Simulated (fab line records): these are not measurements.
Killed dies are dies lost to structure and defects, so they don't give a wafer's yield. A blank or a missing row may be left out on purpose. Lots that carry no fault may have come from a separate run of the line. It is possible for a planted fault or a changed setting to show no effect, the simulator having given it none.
Matching of chambers -- flow nand_harc -- 4 sister chambers for NHARC_A_STAIRCASE_DESCUM_270 on rie_diel-12
The step chemistry O2, time 3 s. 4 wafers are shown with their chamber, then 9 later ones without.

== WAFERS WITH THEIR CHAMBER ==
wafer,chamber,showerhead_plenum_p_Torr (Torr)
L089.1,3,2.01
L088.3,2,1.81
L088.4,1,1.88
L088.6,0,2.07

== WAFERS WITHOUT THEIR CHAMBER ==
wafer,showerhead_plenum_p_Torr (Torr)
L095.1,1.81
L095.4,1.87
L095.5,2.01
L094.2,2.01
L094.5,2.06
L094.6,2.01
L096.1,1.81
L096.5,2.06
L096.6,1.87

== WHICH CHAMBER EACH ONE RAN IN ==
wafer,from the rows above,in truth
L095.1,2,2
L095.4,1,1
L095.5,3,3
L094.2,3,3
L094.5,0,0
L094.6,3,3
L096.1,2,2
L096.5,0,0
L096.6,1,1
Placed correctly: 9 of 9. Not placeable from these rows: 0. Number placed wrongly: 0.
How it was worked out, from the rows above alone: a wafer's distance from a chamber is the root of the sum, over the readings, of the square of ((its reading less the chamber's mean) divided by the reading's scatter). If the next closest chamber is less than 2 further off than the closest, the wafer can't be placed; otherwise it belongs to the closest. Each chamber's mean is taken over the wafers shown for it. The scatter: root of mean squared gap, hidden wafer to nearest shown wafer, with one shown wafer a chamber.
